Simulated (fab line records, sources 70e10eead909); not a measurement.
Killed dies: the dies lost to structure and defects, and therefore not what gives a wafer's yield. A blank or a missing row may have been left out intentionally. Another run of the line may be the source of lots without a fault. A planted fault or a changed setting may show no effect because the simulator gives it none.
Matching of chambers | flow nand harc | cmp-04 running NHARC_A_M1_CMP_23: 4 sister chambers
The step polishes, t overpolish 20 s, target thk 154.34 nm. 7 wafers are shown with their chamber, then 7 later ones without.

== WAFERS, EACH WITH ITS CHAMBER ==
wafer  | chamber | motor current A (A) | time to endpoint s (s)
L988.2 | 2       | 12.3                | 28
L992.6 | 3       | 14.4                | 28
L993.2 | 0       | 11.4                | 31
L993.4 | 1       | 12.7                | 28
L993.5 | 3       | 14.6                | 27
L994.1 | 0       | 11.6                | 32
L994.2 | 1       | 12.7                | 27

== WAFERS WITH NO CHAMBER GIVEN ==
wafer  | motor current A (A) | time to endpoint s (s)
L994.5 | 12.1                | 28
L996.1 | 11.7                | 30
L996.2 | 14.7                | 25
L996.3 | 11.8                | 27
L995.3 | 11.8                | 31
L995.5 | 12.9                | 23
L995.6 | 11.9                | 26

== THE CHAMBER EACH PASSED THROUGH ==
wafer  | from the rows above | in truth
L994.5 | 2                   | 2
L996.1 | 0                   | 0
L996.2 | 3                   | 3
L996.3 | 2                   | 2
L995.3 | 0                   | 0
L995.5 | 1                   | 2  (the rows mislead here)
L995.6 | 2                   | 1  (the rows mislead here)
5 of 7 placed correctly. Not placeable from these rows: 0. 2 placed wrongly.
How it was worked out, from the rows above alone: a wafer's distance from a chamber is the root of the sum, over the readings, of the square of ((its reading less the chamber's mean) divided by the reading's scatter). The wafer belongs to the nearest chamber; if the next one is less than 2 further off, it can't be placed. Each chamber's mean is taken over the wafers shown for it. The scatter: the root of (the sum of the squares of (reading less its chamber's mean) over the shown wafers, divided by (wafers less chambers)).
